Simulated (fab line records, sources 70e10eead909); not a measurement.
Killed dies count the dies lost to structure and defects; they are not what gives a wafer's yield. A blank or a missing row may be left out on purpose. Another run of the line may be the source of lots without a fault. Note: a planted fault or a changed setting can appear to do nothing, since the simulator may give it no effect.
fab line records	flow nandHarc
record: lots: 24	wafers: 72	lastDay: 33
route steps=1302 shown P_M2@334 A_SOURCE_PLATE@420 A_ONON_D1@433 A_CHANNEL_HOLE_D1@467
lots with no fault: from the same line, run without faults
startH: the number of hours between the record's first day and the start of the first shown wafer of the lot	waitH: hours from the lot's prior step to this one	" unchanged from the row above	L1.1+2: several wafers, shown together as one row	- either no value or no given start	* or withheld: withheld	< > ~ a bound
route shown NAME@n: a module of which the file shows steps, and the number in the route of the first	usual: the fault-free wafers' mean and standard deviation	same: alike in all rows	chamber/n: place in a boat	sites: the reading at each site	_std_site: the values' standard deviation	_edge_site: mean of outer sites minus mean of inner sites	radiusMm: for every site, how far away it sits from the centre of the wafer	mask NAME#n: copy n	behind: the tool/chamber that last shaped the wafer	hold: cause of the lot's hold/its duration in hours/its outcome	device: the transistor (n, p or np) that didn't switch	end of line: the route-end tests of the same wafers	where a step has no rows: the recipe by itself	killed: the dies lost at the first sort to structure and to defects; this is not the yield of the wafer	map: a wafer's dies, marking killed ones x, the rest . and places with no die _
set.NAME: the run value of the setting; set.NAME@STEP: its run value at that earlier step	model.NAME: the simulator's own value behind a step, which no gauge read
a sample of lots followed through the steps of the route, with each step as a table and each wafer as a row
services: when a tool's chamber went out of use (startH, in hours from the record's first day, below 0 if earlier), for how many hours, and the reason
== steps ==
step: NHARC_P_M2_CD_MEAS_16
usual: cdNm: 169.8/0.83
lot.wafer	tool	chamber	startH	waitH	cdNm
L074.1	cdSem-01	-	136.90	-	168.9
L074.2	"	-	"	"	168.6
L074.6	"	-	"	"	169.4
L075.2	cdSem-03	-	142.70	-	171.2
L075.3	"	-	"	"	169.3
L075.4	"	-	"	"	170.7
L076.1	cdSem-03	-	147.55	-	169.8
L076.2	"	-	"	"	170.2
L076.5	"	-	"	"	170.0
L077.2	cdSem-01	-	164.41	-	169.9
L077.4	"	-	"	"	170.8
L077.6	"	-	"	"	170.1
L078.2	cdSem-01	-	172.85	-	169.3
L078.3	"	-	"	"	171.2
L078.6	"	-	"	"	170.2
L079.1	cdSem-02	-	177.43	-	170.3
L079.2	"	-	"	"	170.5
L079.5	"	-	"	"	171.0
L080.3	cdSem-01	-	193.38	-	170.5
L080.5	"	-	"	"	171.2
L080.6	"	-	"	"	168.6
L081.1	cdSem-02	-	194.72	-	169.1
L081.3	"	-	"	"	168.4
L081.6	"	-	"	"	168.5
L082.1	cdSem-02	-	205.16	-	171.1
L082.3	"	-	"	"	170.7
L082.5	"	-	"	"	169.5
L083.1	cdSem-02	-	219.00	-	169.4
L083.2	"	-	"	"	170.9
L083.5	"	-	"	"	169.8
L084.3	cdSem-01	-	232.92	-	169.8
L084.5	"	-	"	"	170.4
L084.6	"	-	"	"	169.8
L085.3	cdSem-02	-	235.66	-	169.9
L085.5	"	-	"	"	169.1
L085.6	"	-	"	"	170.5
L086.2	cdSem-03	-	253.71	-	170.2
L086.3	"	-	"	"	169.7
L086.6	"	-	"	"	168.4
L088.4	cdSem-01	-	275.71	-	169.4
L088.5	"	-	"	"	168.6
L088.6	"	-	"	"	169.6
L087.1	cdSem-02	-	276.51	-	169.3
L087.5	"	-	"	"	168.8
L087.6	"	-	"	"	168.9
L089.1	cdSem-03	-	277.39	-	169.2
L089.3	"	-	"	"	169.9
L089.4	"	-	"	"	169.5
L090.2	cdSem-01	-	291.15	-	170.1
L090.3	"	-	"	"	169.6
L090.6	"	-	"	"	169.9
L091.2	cdSem-03	-	300.82	-	168.5
L091.3	"	-	"	"	168.9
L091.6	"	-	"	"	169.9
L092.1	cdSem-03	-	311.56	-	168.7
L092.5	"	-	"	"	169.6
L092.6	"	-	"	"	170.1
L093.2	cdSem-03	-	315.81	-	171.1
L093.3	"	-	"	"	171.4
L093.5	"	-	"	"	170.2
L094.1	cdSem-01	-	330.31	-	169.5
L094.3	"	-	"	"	169.1
L094.6	"	-	"	"	170.9
L095.1	cdSem-01	-	340.96	-	169.0
L095.4	"	-	"	"	167.4
L095.5	"	-	"	"	169.0
L096.1	cdSem-03	-	345.48	-	171.0
L096.3	"	-	"	"	169.2
L096.4	"	-	"	"	169.8
L097.2	cdSem-03	-	361.63	-	169.9
L097.4	"	-	"	"	169.4
L097.5	"	-	"	"	169.9
step: NHARC_P_M2_STRIP_18
recipe: powerW: 1000	n2FlowSccm: 150	h2FlowSccm: 150	arFlowSccm: 0	biasW: 0	chemistry: N2/H2
usual: chamberPressureMTorr: 29.997/0.027	drypumpMotorCurrentA: 5.8/0.48	oesProductAu: 1.000/0.0086	rfVppV: 90.7/0.86	showerheadPlenumPTorr: 2.04/0.079	throttleValvePct: 14.172/0.009
same: biasW: 0
lot.wafer	tool	chamber	startH	waitH	chamberPressureMTorr	drypumpMotorCurrentA	oesProductAu	rfHoursCounterH	rfVppV	showerheadPlenumPTorr	throttleValvePct
L074.1	rieDiel-02	3	137.00	0.1	29.996	5.7	0.995	6.2	88.8	2.02	14.173
L074.2	"	0	"	"	29.992	5.5	1.022	3.4	90.5	1.90	14.159
L074.6	"	2	"	"	30.014	5.4	1.000	-	90.5	1.99	14.176
L075.3	rieDiel-02	1	142.77	0.1	30.030	5.7	0.988	5.8	90.3	2.01	14.173
L075.2	"	3	"	"	29.954	5.7	0.998	6.3	91.9	2.02	14.184
L075.4	"	0	"	"	29.996	5.5	1.005	3.5	89.2	1.90	14.163
L076.1	rieDiel-01	2	147.63	0.1	30.053	5.3	1.000	4.0	90.2	2.03	14.172
L076.2	"	0	"	"	30.019	5.5	1.004	5.3	90.4	1.93	14.160
L076.5	"	3	"	"	29.984	6.5	1.002	-	91.2	2.13	14.166
L077.4	rieDiel-02	3	164.48	0.1	30.022	5.7	0.996	6.6	89.7	2.02	14.178
L077.2	"	0	"	"	30.016	5.5	1.001	3.8	89.8	1.90	14.163
L077.6	"	0	"	"	29.947	5.4	1.012	-	90.0	1.90	14.178
L078.3	rieDiel-01	2	172.95	0.1	29.999	5.4	1.000	5.9	90.5	2.03	14.181
L078.2	"	0	"	"	29.976	5.5	1.005	6.5	89.1	1.93	14.172
L078.6	"	1	"	"	29.999	6.5	0.991	-	90.2	2.10	14.168
L079.1	rieDiel-01	2	177.51	0.1	29.988	5.3	1.004	6.5	90.5	2.03	14.164
L079.2	"	0	"	"	29.974	5.5	1.003	7.1	90.0	1.93	14.169
L079.5	"	0	"	"	30.003	5.5	0.989	-	90.9	1.93	14.168
L080.3	rieDiel-01	0	193.53	0.1	29.985	5.5	0.981	7.2	90.5	1.93	14.164
L080.6	"	1	"	"	30.001	6.5	0.994	-	90.9	2.10	14.171
L080.5	"	2	"	"	30.000	5.4	0.982	-	90.5	2.02	14.160
L081.3	rieDiel-01	3	194.79	0.1	29.952	6.4	1.008	6.5	90.8	2.13	14.164
L081.1	"	2	"	"	30.051	5.4	0.999	6.7	90.4	2.03	14.169
L081.6	"	0	"	"	30.017	5.5	0.994	-	90.3	1.93	14.172
L082.1	rieDiel-09	1	205.23	0.1	29.936	5.1	0.985	2.6	91.5	2.19	14.165
L082.3	"	2	"	"	30.029	6.4	1.011	2.2	90.8	2.14	14.177
L082.5	"	1	"	"	30.019	5.1	0.999	-	91.5	2.19	14.179
L083.1	rieDiel-01	3	219.13	0.1	29.996	6.4	0.997	0.1	91.6	2.13	14.168
L083.2	"	0	"	"	30.011	5.5	1.001	0.1	90.6	1.93	14.173
L083.5	"	1	"	"	29.974	6.5	1.001	-	91.4	2.10	14.171
L084.3	rieDiel-09	0	233.04	0.1	29.970	5.1	0.990	4.6	90.4	1.96	14.181
L084.6	"	2	"	"	30.005	6.4	1.011	-	90.2	2.14	14.182
L084.5	"	3	"	"	29.956	5.7	1.010	-	91.6	2.06	14.163
L085.3	rieDiel-02	2	235.73	0.1	29.960	5.5	0.999	0.4	88.9	1.99	14.190
L085.5	"	2	"	"	29.976	5.5	1.002	-	91.3	1.99	14.175
L085.6	"	3	"	"	30.043	5.7	1.012	-	91.3	2.02	14.186
L086.3	rieDiel-01	3	253.79	0.1	29.945	6.4	0.990	2.5	91.0	2.13	14.170
L086.2	"	2	"	"	29.989	5.4	0.999	2.3	90.6	2.02	14.177
L086.6	"	3	"	"	29.996	6.4	0.985	-	91.5	2.13	14.187
L088.4	rieDiel-01	0	275.85	0.1	30.020	5.5	1.013	3.4	90.5	1.93	14.162
L088.6	"	1	"	"	30.039	6.5	1.008	-	92.1	2.10	14.171
L088.5	"	2	"	"	30.000	5.4	0.999	-	90.2	2.02	14.162
L087.1	rieDiel-01	1	276.58	0.1	29.979	6.5	1.013	3.8	90.7	2.10	14.179
L087.5	"	1	"	"	30.017	6.5	1.008	-	90.0	2.10	14.180
L087.6	"	2	"	"	29.976	5.3	1.002	-	90.9	2.02	14.182
L089.3	rieDiel-01	3	277.47	0.1	29.945	6.4	1.001	3.7	90.8	2.13	14.162
L089.4	"	0	"	"	30.061	5.5	1.014	3.5	90.9	1.93	14.173
L089.1	"	1	"	"	30.027	6.5	1.008	3.8	89.7	2.10	14.184
L090.2	rieDiel-02	2	291.22	0.1	29.924	5.4	1.003	2.5	91.3	1.99	14.161
L090.3	"	0	"	"	30.017	5.5	1.004	2.6	88.7	1.90	14.162
L090.6	"	3	"	"	29.990	5.7	0.995	-	90.7	2.02	14.176
L091.3	rieDiel-09	2	300.94	0.1	30.065	6.4	1.001	8.7	92.2	2.14	14.181
L091.2	"	3	"	"	29.996	5.7	1.011	6.9	89.2	2.06	14.165
L091.6	"	0	"	"	30.029	5.1	1.000	-	91.4	1.96	14.189
L092.1	rieDiel-01	2	311.66	0.1	30.011	5.4	0.993	5.5	90.9	2.02	14.166
L092.5	"	1	"	"	30.024	6.5	0.999	-	90.7	2.10	14.164
L092.6	"	2	"	"	29.989	5.4	0.982	-	90.7	2.02	14.168
L093.3	rieDiel-01	2	315.88	0.1	30.012	5.4	0.999	6.1	91.8	2.02	14.180
L093.2	"	0	"	"	30.013	5.5	1.012	6.1	89.8	1.93	14.175
L093.5	"	2	"	"	29.955	5.3	0.986	-	90.8	2.02	14.170
L094.1	rieDiel-02	3	330.44	0.1	30.038	5.7	0.990	3.7	90.6	2.02	14.181
L094.3	"	0	"	"	29.990	5.5	1.003	4.9	92.5	1.90	14.173
L094.6	"	1	"	"	30.013	5.7	1.001	-	89.8	2.01	14.169
L095.1	rieDiel-01	2	341.07	0.1	29.954	5.4	0.997	6.6	89.8	2.02	14.174
L095.4	"	1	"	"	29.993	6.5	0.997	-	91.9	2.09	14.185
L095.5	"	2	"	"	29.963	5.4	0.991	-	91.1	2.02	14.161
L096.4	rieDiel-09	0	345.58	0.1	29.982	5.1	1.007	0.2	90.0	1.96	14.168
L096.1	"	1	"	"	29.992	5.1	0.989	0.2	92.3	2.19	14.188
L096.3	"	2	"	"	29.970	6.4	1.025	0.2	92.1	2.14	14.180
L097.4	rieDiel-02	1	361.76	0.1	30.021	5.7	0.994	9.0	90.9	2.00	14.168
L097.2	"	2	"	"	30.021	5.5	0.993	7.1	90.7	1.99	14.167
L097.5	"	0	"	"	30.039	5.5	1.012	-	89.8	1.90	14.172
step: NHARC_P_M2_DEGAS_29
recipe: tempC: 250	timeS: 60
usual: heaterPowerW: 338/37
lot.wafer	tool	chamber	startH	waitH	heaterPowerW
L074.2	pvdSputter-03	-	137.63	-	342
L074.1	"	-	"	"	314
L074.6	"	-	"	"	326
L075.3	pvdSputter-03	-	143.42	-	305
L075.2	"	-	"	"	305
L075.4	"	-	"	"	328
L076.2	pvdSputter-01	-	148.28	-	404
L076.1	"	-	"	"	414
L076.5	"	-	"	"	416
L077.2	pvdSputter-02	-	165.13	-	341
L077.4	"	-	"	"	295
L077.6	"	-	"	"	349
L078.2	pvdSputter-01	-	173.57	-	362
L078.3	"	-	"	"	406
L078.6	"	-	"	"	359
L079.1	pvdSputter-02	-	178.25	-	346
L079.2	"	-	"	"	296
L079.5	"	-	"	"	349
L080.3	pvdSputter-03	-	194.14	-	347
L080.5	"	-	"	"	291
L080.6	"	-	"	"	329
L081.3	pvdSputter-01	-	195.47	-	350
L081.1	"	-	"	"	368
L081.6	"	-	"	"	367
L082.3	pvdSputter-03	-	205.88	-	294
L082.1	"	-	"	"	289
L082.5	"	-	"	"	347
L083.2	pvdSputter-03	-	219.72	-	299
L083.1	"	-	"	"	330
L083.5	"	-	"	"	293
L084.3	pvdSputter-02	-	233.65	-	311
L084.5	"	-	"	"	311
L084.6	"	-	"	"	338
L085.3	pvdSputter-01	-	236.38	-	424
L085.5	"	-	"	"	437
L085.6	"	-	"	"	368
L086.3	pvdSputter-02	-	254.44	-	293
L086.2	"	-	"	"	322
L086.6	"	-	"	"	290
L088.4	pvdSputter-03	-	276.42	-	347
L088.5	"	-	"	"	287
L088.6	"	-	"	"	339
L087.1	pvdSputter-01	-	277.26	-	400
L087.5	"	-	"	"	432
L087.6	"	-	"	"	377
L089.3	pvdSputter-02	-	278.15	-	318
L089.4	"	-	"	"	343
L089.1	"	-	"	"	345
L090.3	pvdSputter-01	-	291.87	-	381
L090.2	"	-	"	"	397
L090.6	"	-	"	"	373
L091.2	pvdSputter-03	-	301.53	-	335
L091.3	"	-	"	"	292
L091.6	"	-	"	"	338
L092.1	pvdSputter-02	-	312.34	-	300
L092.6	"	-	"	"	306
L092.5	"	-	"	"	343
L093.2	pvdSputter-03	-	316.57	-	295
L093.3	"	-	"	"	337
L093.5	"	-	"	"	337
L094.1	pvdSputter-02	-	331.03	-	344
L094.3	"	-	"	"	318
L094.6	"	-	"	"	332
L095.1	pvdSputter-03	-	341.74	-	294
L095.4	"	-	"	"	286
L095.5	"	-	"	"	285
L096.4	pvdSputter-02	-	346.22	-	340
L096.1	"	-	"	"	325
L096.3	"	-	"	"	300
L097.2	pvdSputter-02	-	362.34	-	348
L097.4	"	-	"	"	308
L097.5	"	-	"	"	329
step: NHARC_A_SOURCE_PLATE_THK_MEAS_06
recipe: thkMeasGauge: ellipsometry
usual: thkNm: 200.3/2.2
lot.wafer	tool	chamber	startH	waitH	thkNm
L074.1	filmMetro-02	-	168.26	0.4	199.9
L074.2	"	-	"	"	204.4
L074.6	"	-	"	"	198.7
L075.2	filmMetro-01	-	171.93	0.4	198.1
L075.3	"	-	"	"	196.9
L075.4	"	-	"	"	197.2
L076.1	filmMetro-01	-	177.79	0.4	201.4
L076.2	"	-	"	"	203.0
L076.5	"	-	"	"	202.3
L077.2	filmMetro-02	-	196.64	0.4	199.4
L077.4	"	-	"	"	198.5
L077.6	"	-	"	"	198.1
L078.2	filmMetro-02	-	202.75	0.4	200.5
L078.3	"	-	"	"	200.0
L078.6	"	-	"	"	203.0
L079.1	filmMetro-01	-	206.81	0.4	201.1
L079.2	"	-	"	"	203.2
L079.5	"	-	"	"	203.1
L081.1	filmMetro-01	-	227.84	0.4	201.8
L081.3	"	-	"	"	200.7
L081.6	"	-	"	"	202.2
L080.3	filmMetro-02	-	227.85	0.4	201.8
L080.5	"	-	"	"	200.1
L080.6	"	-	"	"	200.6
L082.1	filmMetro-01	-	239.95	0.4	202.0
L082.3	"	-	"	"	203.5
L082.5	"	-	"	"	202.4
L083.1	filmMetro-01	-	249.22	0.4	203.2
L083.2	"	-	"	"	201.9
L083.5	"	-	"	"	202.3
L084.3	filmMetro-01	-	262.88	0.4	201.7
L084.5	"	-	"	"	202.3
L084.6	"	-	"	"	201.4
L085.3	filmMetro-02	-	262.88	0.4	201.4
L085.5	"	-	"	"	199.5
L085.6	"	-	"	"	199.8
L086.2	filmMetro-01	-	283.66	0.4	197.8
L086.3	"	-	"	"	198.0
L086.6	"	-	"	"	197.1
L087.1	filmMetro-01	-	306.86	0.4	197.2
L087.5	"	-	"	"	198.5
L087.6	"	-	"	"	198.1
L089.1	filmMetro-02	-	306.86	0.4	199.0
L089.3	"	-	"	"	198.8
L089.4	"	-	"	"	201.0
L088.4	filmMetro-01	-	306.87	0.4	197.8
L088.5	"	-	"	"	198.7
L088.6	"	-	"	"	200.1
L090.2	filmMetro-01	-	323.82	0.4	201.3
L090.3	"	-	"	"	200.1
L090.6	"	-	"	"	200.7
L091.2	filmMetro-01	-	331.49	0.4	200.2
L091.3	"	-	"	"	199.3
L091.6	"	-	"	"	198.4
L092.1	filmMetro-02	-	342.05	0.4	196.9
L092.5	"	-	"	"	196.8
L092.6	"	-	"	"	199.4
L093.2	filmMetro-01	-	345.52	0.4	201.4
L093.3	"	-	"	"	201.8
L093.5	"	-	"	"	204.0
L094.1	filmMetro-02	-	361.51	0.4	200.2
L094.3	"	-	"	"	201.4
L094.6	"	-	"	"	200.0
L095.1	filmMetro-01	-	370.42	0.4	199.0
L095.4	"	-	"	"	198.8
L095.5	"	-	"	"	200.0
L096.1	filmMetro-01	-	376.33	0.4	199.6
L096.3	"	-	"	"	198.7
L096.4	"	-	"	"	198.0
L097.2	filmMetro-02	-	391.30	0.4	201.2
L097.4	"	-	"	"	199.0
L097.5	"	-	"	"	200.6
step: NHARC_A_ONON_D1_THK_MEAS_14
recipe: thkMeasGauge: ellipsometry
usual: thkNm: 1001/11
lot.wafer	tool	chamber	startH	waitH	thkNm
L074.1	filmMetro-02	-	171.20	-	996
L074.2	"	-	"	"	995
L074.6	"	-	"	"	996
L075.2	filmMetro-01	-	174.83	-	1002
L075.3	"	-	"	"	1000
L075.4	"	-	"	"	999
L076.1	filmMetro-01	-	180.71	-	1000
L076.2	"	-	"	"	1000
L076.5	"	-	"	"	998
L077.2	filmMetro-02	-	199.58	-	994
L077.4	"	-	"	"	994
L077.6	"	-	"	"	994
L078.2	filmMetro-01	-	205.65	-	988
L078.3	"	-	"	"	987
L078.6	"	-	"	"	985
L079.1	filmMetro-01	-	209.76	-	1002
L079.2	"	-	"	"	1001
L079.5	"	-	"	"	1001
L080.3	filmMetro-02	-	230.76	-	1011
L080.5	"	-	"	"	1014
L080.6	"	-	"	"	1013
L081.1	filmMetro-01	-	230.76	-	1015
L081.3	"	-	"	"	1018
L081.6	"	-	"	"	1017
L082.1	filmMetro-02	-	242.91	-	1007
L082.3	"	-	"	"	1006
L082.5	"	-	"	"	1005
L083.1	filmMetro-02	-	252.18	-	995
L083.2	"	-	"	"	995
L083.5	"	-	"	"	995
L085.3	filmMetro-01	-	265.77	-	988
L085.5	"	-	"	"	987
L085.6	"	-	"	"	988
L084.3	filmMetro-02	-	265.79	-	1006
L084.5	"	-	"	"	1005
L084.6	"	-	"	"	1006
L086.2	filmMetro-02	-	286.61	-	1003
L086.3	"	-	"	"	1005
L086.6	"	-	"	"	1005
L088.4	filmMetro-01	-	309.78	-	1002
L088.5	"	-	"	"	1003
L088.6	"	-	"	"	1000
L089.1	filmMetro-02	-	309.80	-	1013
L089.3	"	-	"	"	1014
L089.4	"	-	"	"	1014
L087.1	filmMetro-02	-	309.81	-	1017
L087.5	"	-	"	"	1016
L087.6	"	-	"	"	1016
L090.2	filmMetro-02	-	326.77	-	997
L090.3	"	-	"	"	999
L090.6	"	-	"	"	999
L091.2	filmMetro-02	-	334.46	-	1013
L091.3	"	-	"	"	1014
L091.6	"	-	"	"	1013
L092.1	filmMetro-01	-	345.00	-	1001
L092.5	"	-	"	"	1000
L092.6	"	-	"	"	1002
L093.2	filmMetro-02	-	348.49	-	989
L093.3	"	-	"	"	988
L093.5	"	-	"	"	988
L094.1	filmMetro-02	-	364.41	-	979
L094.3	"	-	"	"	978
L094.6	"	-	"	"	979
L095.1	filmMetro-02	-	373.32	-	1002
L095.4	"	-	"	"	999
L095.5	"	-	"	"	998
L096.1	filmMetro-01	-	379.24	-	993
L096.3	"	-	"	"	993
L096.4	"	-	"	"	994
L097.2	filmMetro-01	-	394.25	-	1022
L097.4	"	-	"	"	1024
L097.5	"	-	"	"	1021
step: NHARC_A_CHANNEL_HOLE_D1_ETCH_39
recipe: targetDepthA: 2600	overEtchFrac: 0.3	timeS: 325	ionEnergyEv: 200	n2FlowSccm: 150	h2FlowSccm: 150	arFlowSccm: 0	rfW: 400	biasW: 150	chemistry: N2/H2
usual: biasW: 150.0/0.46	chamberPressureMTorr: 30.000/0.029	drypumpMotorCurrentA: 5.8/0.53	oesProductAu: 1.001/0.011	rfVppV: 429.5/2.2	showerheadPlenumPTorr: 2.01/0.072	throttleValvePct: 14.172/0.0084
lot.wafer	tool	chamber	startH	waitH	biasW	chamberPressureMTorr	drypumpMotorCurrentA	oesProductAu	rfHoursCounterH	rfVppV	showerheadPlenumPTorr	throttleValvePct
L075.4	rieDiel-07	1	-	-	149.9	29.971	6.4	1.006	6	430.6	2.08	14.170
L075.2	"	2	"	"	150.4	30.044	6.4	0.998	6	430.0	1.99	14.168
L075.3	"	3	"	"	150.6	30.047	5.2	1.023	4	429.6	1.99	14.163
L074.2	rieDiel-11	1	-	-	150.5	30.027	6.3	1.005	37	430.3	2.04	14.165
L074.1	"	2	"	"	149.7	29.976	5.3	1.013	37	429.1	1.99	14.164
L074.6	"	1	"	"	150.3	29.991	6.3	1.006	-	430.4	2.04	14.188
L076.1	rieDiel-07	0	-	-	150.4	29.999	5.4	0.991	2	427.6	1.93	14.154
L076.2	"	1	"	"	150.8	30.021	6.4	0.998	7	431.2	2.08	14.176
L076.5	"	0	"	"	150.2	30.028	5.4	0.993	-	426.7	1.93	14.186
L077.4	rieDiel-07	0	-	-	150.0	30.071	5.4	0.989	3	427.3	1.93	14.172
L077.2	"	1	"	"	150.0	29.956	6.4	1.009	8	432.0	2.08	14.173
L077.6	"	2	"	"	150.6	29.976	6.4	0.978	-	430.3	1.99	14.179
L078.3	rieDiel-07	3	-	-	149.9	30.005	5.2	1.029	8	427.5	1.99	14.165
L078.2	"	1	"	"	149.7	29.977	6.4	1.009	9	430.6	2.08	14.180
L078.6	"	2	"	"	150.8	30.014	6.3	0.985	-	429.6	1.99	14.195
L079.2	rieDiel-07	2	-	-	149.6	30.055	6.4	0.983	9	431.1	1.99	14.152
L079.1	"	3	"	"	150.2	29.998	5.2	1.014	8	429.8	1.99	14.180
L079.5	"	1	"	"	150.4	30.009	6.5	1.007	-	433.8	2.08	14.170
L081.3	rieDiel-07	1	-	-	150.4	29.996	6.4	0.997	11	431.8	2.08	14.174
L081.1	"	3	"	"	150.4	29.987	5.2	1.023	10	429.8	1.99	14.162
L081.6	"	1	"	"	150.1	29.978	6.4	0.998	-	430.6	2.08	14.163
L080.3	rieDiel-03	0	-	-	149.9	30.006	5.4	0.985	43	427.8	1.97	14.168
L080.6	"	2	"	"	150.6	29.924	5.9	0.970	-	432.4	2.07	14.172
L080.5	"	3	"	"	149.3	29.981	5.9	0.985	-	432.3	2.10	14.169
L082.3	rieDiel-07	2	-	-	150.2	29.998	6.4	0.988	13	428.5	1.99	14.185
L082.1	"	3	"	"	149.6	30.002	5.2	1.024	11	429.9	1.99	14.165
L082.5	"	2	"	"	150.2	29.950	6.3	0.994	-	429.7	1.99	14.155
L083.1	rieDiel-07	0	-	-	149.9	29.995	5.5	0.992	8	427.9	1.92	14.164
L083.2	"	3	"	"	149.4	29.988	5.2	1.001	12	429.3	1.99	14.157
L083.5	"	3	"	"	149.3	29.998	5.2	1.011	-	428.5	1.99	14.174
L085.3	rieDiel-11	3	-	-	151.1	30.005	6.2	1.003	6	435.2	2.22	14.157
L085.5	"	1	"	"	149.6	29.990	6.3	1.005	-	429.9	2.03	14.169
L085.6	"	2	"	"	150.3	29.990	5.3	1.019	-	429.2	1.98	14.172
L084.3	rieDiel-07	2	-	-	149.9	29.921	6.3	0.981	16	429.6	1.99	14.184
L084.5	"	3	"	"	150.1	29.977	5.2	1.023	-	429.9	1.99	14.181
L084.6	"	2	"	"	150.1	29.999	6.4	0.980	-	428.7	1.99	14.170
L086.3	rieDiel-03	2	-	-	150.0	30.013	5.8	0.999	3	431.7	2.07	14.173
L086.2	"	3	"	"	150.3	30.094	5.9	1.013	4	432.0	2.09	14.163
L086.6	"	1	"	"	150.5	29.997	4.7	1.003	-	426.2	1.90	14.174
L088.4	rieDiel-07	2	-	-	149.6	29.981	6.4	0.986	2	428.5	1.99	14.178
L088.5	"	3	"	"	150.7	29.987	5.2	1.000	-	428.4	1.99	14.178
L088.6	"	0	"	"	149.2	30.022	5.5	1.003	-	426.5	1.92	14.182
L087.1	rieDiel-03	0	-	-	150.0	30.029	5.4	1.007	7	428.4	1.96	14.166
L087.6	"	2	"	"	149.2	29.968	5.9	0.998	-	430.6	2.07	14.166
L087.5	"	3	"	"	151.1	30.023	5.8	1.011	-	432.7	2.09	14.166
L089.3	rieDiel-07	2	-	-	150.4	30.058	6.3	0.993	2	428.9	1.99	14.166
L089.4	"	0	"	"	150.4	29.960	5.4	1.009	2	426.1	1.92	14.172
L089.1	"	1	"	"	150.7	29.995	6.4	1.006	2	431.2	2.08	14.172
L090.3	rieDiel-07	1	-	-	149.5	30.020	6.4	1.016	4	431.5	2.07	14.176
L090.2	"	0	"	"	149.4	29.934	5.5	1.002	4	427.0	1.92	14.172
L090.6	"	1	"	"	150.3	30.016	6.4	1.012	-	431.6	2.07	14.176
L091.2	rieDiel-07	2	-	-	150.3	30.031	6.4	0.997	5	428.5	1.99	14.181
L091.3	"	1	"	"	150.3	29.999	6.4	1.002	5	431.2	2.07	14.178
L091.6	"	2	"	"	150.4	30.015	6.4	0.998	-	429.7	1.99	14.163
L092.1	rieDiel-07	1	-	-	149.9	29.948	6.4	1.011	6	431.9	2.07	14.170
L092.6	"	2	"	"	149.5	30.015	6.3	0.991	-	427.4	1.99	14.172
L092.5	"	3	"	"	150.3	29.993	5.2	1.005	-	430.7	1.99	14.173
L093.2	rieDiel-11	3	-	-	150.2	30.053	6.2	0.992	32	433.1	2.21	14.161
L093.3	"	1	"	"	150.2	29.987	6.3	0.996	35	429.7	2.02	14.164
L093.5	"	0	"	"	149.7	29.990	6.0	1.000	-	435.3	2.19	14.166
L094.3	rieDiel-07	0	-	-	150.0	30.057	5.5	1.007	7	424.8	1.92	14.179
L094.1	"	1	"	"	150.5	29.974	6.4	0.996	8	430.8	2.07	14.167
L094.6	"	2	"	"	150.3	30.014	6.4	0.989	-	428.5	1.99	14.170
L095.4	rieDiel-07	0	-	-	150.2	30.026	5.4	1.008	8	427.8	1.92	14.165
L095.1	"	2	"	"	149.5	30.009	6.4	0.988	8	430.5	1.99	14.175
L095.5	"	0	"	"	150.1	30.060	5.4	1.009	-	426.4	1.92	14.164
L096.1	rieDiel-07	1	397.08	0.1	150.0	30.017	6.4	0.995	10	431.2	2.07	14.175
L096.4	"	1	"	"	149.3	29.975	6.4	0.999	-	431.5	2.07	14.166
L096.3	"	2	"	"	150.8	29.993	6.4	0.997	-	428.7	1.99	14.156
L097.4	rieDiel-07	3	-	-	149.8	29.988	5.2	1.007	9	430.4	1.99	14.179
L097.2	"	2	"	"	149.7	29.983	6.4	0.996	12	429.5	1.98	14.187
L097.5	"	3	"	"	150.3	30.014	5.1	1.003	-	428.0	1.99	14.173
== services ==
tool	chamber	startH	hours	kind
rieDiel-07	-	118.23	9.0	pm
rieDiel-01	-	130.11	0.6	repair
rieDiel-07	3	131.52	6.8	repair
pvdSputter-03	-	153.36	22.0	repair
rieDiel-01	1	173.57	6.1	repair
pvdSputter-03	-	175.37	10.0	pm
rieDiel-07	1	191.67	3.2	repair
rieDiel-01	-	203.80	9.0	pm
rieDiel-07	-	211.41	0.9	repair
rieDiel-01	0	233.48	6.0	repair
rieDiel-07	1	257.86	26.7	repair
pvdSputter-02	-	273.81	3.4	repair
pvdSputter-02	-	282.00	10.0	pm
rieDiel-07	-	295.23	9.0	pm
rieDiel-01	0	335.35	12.0	repair
pvdSputter-03	-	353.37	10.0	pm
pvdSputter-02	-	364.05	2.9	repair
rieDiel-01	3	369.74	8.7	repair
rieDiel-01	-	380.80	9.0	pm
rieDiel-07	0	393.05	6.1	repair
rieDiel-07	3	394.05	3.6	repair
rieDiel-01	3	401.47	10.7	repair
rieDiel-07	3	403.06	3.0	repair
rieDiel-07	-	409.96	0.6	repair
== key ==
fault none
